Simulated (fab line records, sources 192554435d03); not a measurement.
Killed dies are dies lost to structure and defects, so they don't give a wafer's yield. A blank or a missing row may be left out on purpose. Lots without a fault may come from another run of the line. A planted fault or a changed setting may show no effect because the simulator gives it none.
Which tool did it? | flow n5_finfet | 7 lots, 21 wafers sampled, at 2 steps of a route of 1938

WHAT THE GAUGES READ, wafer by wafer
N5_BEOL_M0_SAQP_THK_MEAS_05.
lot  | measured     | on            | thk_nm (nm)
L483 | day 5 18:44  | film_metro-01 | 58.7 58.6 59.2
L485 | day 6 08:46  | film_metro-01 | 59.4 58.5 60.1
L489 | day 7 04:36  | film_metro-02 | 58.8 60.8 61.4
L492 | day 8 01:04  | film_metro-01 | 59.5 60.6 59.8
L495 | day 8 15:05  | film_metro-02 | 58.7 58.3 59.9
L499 | day 9 18:57  | film_metro-01 | 59.4 59.4 60.4
L505 | day 11 04:57 | film_metro-01 | 59.7 59.6 60.7

WHICH TOOL RAN EACH LOT (tool, then ch and the chambers of the sampled wafers, then the start)
lot  | N5_BEOL_M0_SAQP_PECVD_00
L483 | pecvd-04 ch 1,2, day 5 16:18
L485 | pecvd-03 ch 0,1,2, day 6 07:49
L489 | pecvd-03 ch 1,2, day 7 03:19
L492 | pecvd-04 ch 0,1,2, day 8 00:41
L495 | pecvd-02 ch 0,1,2, day 8 14:09
L499 | pecvd-03 ch 0,1, day 9 17:50
L505 | pecvd-02 ch 0,1,2, day 11 02:38
- N5_BEOL_M0_SAQP_PECVD_00: deposits SiCN from 3MS/NH3, target thk 8 nm, time 14 s.

THE ANSWER, worked out from the rows above alone
Rule: what is usual is taken from the lots themselves. Put in order of their means at a reading, lots are off if they are a third of the lots or fewer, leave a main group of 4 or more, and stand apart from it by a gap of 3 or more times the standard deviation of the main group's means; of several such gaps the widest counts. A main group whose means are all the same, to the digits that the tables above print for the reading, isn't used. A lot without any number at a reading at which 4 lots or more have one is off too. The other lots that the step has rows for count as sound.
No lot is off at any reading shown: from this, nothing can be told.

WHAT THE SIMULATOR HAD PUT IN
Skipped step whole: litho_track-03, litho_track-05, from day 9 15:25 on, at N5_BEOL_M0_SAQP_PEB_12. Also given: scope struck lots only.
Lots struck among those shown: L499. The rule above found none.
